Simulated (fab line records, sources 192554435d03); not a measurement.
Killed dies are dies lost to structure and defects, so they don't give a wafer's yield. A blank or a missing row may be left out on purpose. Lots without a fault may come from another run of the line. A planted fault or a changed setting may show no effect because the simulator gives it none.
Split-lot experiment | flow n5_finfet | 7 lots, 21 wafers read, on a route of 1938 steps

THE SPLIT
At N5_BEOL_M13_SPUTTER_43 (material TaN, target thk 15 nm, time 24.19 s), the setting power_w was moved away from the recipe's 15000 W on 4 of the 21 wafers read, by -17.1% to +15.9%. The other wafers ran this setting at the recipe's value.

FROM THE SPLIT TO THE READING: what the file shows between them, 4 steps
- N5_BEOL_M13_SPUTTER_44: material Ta, target thk 10 nm, time 16.13 s
- N5_BEOL_M13_SPUTTER_45: material Cu, target thk 80 nm, time 13.33 s
- N5_BEOL_M13_ECD_47: material Cu, target thk 936 nm
- N5_BEOL_M13_ANNEAL_48: time 90 s

THE READING
barrier_field_endpoint_s, in s, at N5_BEOL_M13_CMP_49 (polishes, stops on SiOC, t overpolish 17.1 s, target thk 420 nm). Fault-free wafers of this fab line usually give 30.2 s, standard deviation 0.71 s.

wafer  | tool, chamber at the split | power_w as run, W | against the recipe | barrier_field_endpoint_s, s | against lot-mates on the recipe
L077.3 | pvd_sputter-03, -          | 15000             | recipe             | 30.6                        | -
L077.4 | pvd_sputter-03, -          | 12720             | -15.2%             | 27.6                        | -2.5
L077.5 | pvd_sputter-03, -          | 15000             | recipe             | 29.7                        | -
L079.3 | pvd_sputter-03, -          | 12440             | -17.1%             | 26.7                        | -3.6
L079.1 | pvd_sputter-03, -          | 15000             | recipe             | 30.3                        | -
L079.5 | pvd_sputter-03, -          | 12440             | -17.1%             | 27.2                        | -3.1
L080.2 | pvd_sputter-02, -          | 15000             | recipe             | 31.0                        | -
L080.5 | pvd_sputter-02, -          | 17380             | +15.9%             | 33.6                        | +2.9
L080.6 | pvd_sputter-02, -          | 15000             | recipe             | 30.5                        | -
L085.1 | pvd_sputter-03, -          | 15000             | recipe             | 31.0                        | -
L085.6 | pvd_sputter-03, -          | 15000             | recipe             | 30.9                        | -
L085.5 | pvd_sputter-03, -          | 15000             | recipe             | 30.6                        | -
L088.3 | pvd_sputter-02, -          | 15000             | recipe             | 30.2                        | -
L088.2 | pvd_sputter-02, -          | 15000             | recipe             | 30.4                        | -
L088.6 | pvd_sputter-02, -          | 15000             | recipe             | 31.0                        | -
L092.2 | pvd_sputter-03, -          | 15000             | recipe             | 29.8                        | -
L092.1 | pvd_sputter-03, -          | 15000             | recipe             | 29.0                        | -
L092.3 | pvd_sputter-03, -          | 15000             | recipe             | 29.5                        | -
L095.3 | pvd_sputter-02, -          | 15000             | recipe             | 30.0                        | -
L095.1 | pvd_sputter-02, -          | 15000             | recipe             | 30.4                        | -
L095.6 | pvd_sputter-02, -          | 15000             | recipe             | 28.8                        | -

THE FIT
A straight line over all 21 wafers: barrier_field_endpoint_s changes by +0.193 s for each +1% of power_w; r = +0.91; the points scatter about the line by 0.63 s.
The same after taking each lot's own level away (the mean of its wafers on the recipe; 21 wafers): +0.186 s for each +1%; r = +0.96; scatter 0.39 s.
On that fit, the largest move of power_w shifts the reading by 3.2 s.
The lots' own levels span 29.43 to 30.83 s, that is 2.0 times the standard deviation above.
So the lot-to-lot level changes the slope little: the two slopes agree.
Check: with one of the wafers moved furthest among these (-17.1%) left out of the fit, the line predicts -3.01 s for it against its lot-mates. It came out at -3.6 s against them.

OTHER SPLITS ON THESE WAFERS
These wafers also went through other splits before the reading. Each is held against what the fit with the lots' levels taken away leaves over:
other split on the same wafers | wafers away from the commonest value | r with barrier_field_endpoint_s (lot level and that fit taken away)
N5_BEOL_M8_EXPOSE_25 dose_mj   | 5                                    | -0.25
N5_BEOL_M8_ETCH_65 source_w    | 5                                    | -0.11
N5_BEOL_M9_ETCH_62 time_s      | 6                                    | +0.07
N5_BEOL_M9_COAT_22 spin_rpm    | 7                                    | -0.14
N5_BEOL_M10_ETCH_41 source_w   | 7                                    | +0.15
N5_BEOL_M11_CURE_72 time_s     | 7                                    | +0.05
N5_BEOL_M12_ETCH_67 source_w   | 6                                    | +0.01
N5_BEOL_M12_ETCH_38 time_s     | 9                                    | -0.18

THE WHOLE CHAIN: every reading that the file lists as answering this split, in the file's order
step                   | what it does                                                    | reading                                                                            | change (the file's fit)               | r (the file's)
N5_BEOL_M13_SPUTTER_43 | material TaN, target thk 15 nm, time 24.19 s                    | TaN_of_BEOL_M13_SPUTTER_43.thk_nm (the simulator's own value, which no gauge read) | +0.154 nm for each +1% of the setting | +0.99
N5_BEOL_M13_CMP_49     | polishes, stops on SiOC, t overpolish 17.1 s, target thk 420 nm | barrier_field_endpoint_s                                                           | +0.182 s for each +1% of the setting  | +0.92

THE FILE'S OWN FIT
barrier_field_endpoint_s changes by +0.182 s for each +1% of power_w, r = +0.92.
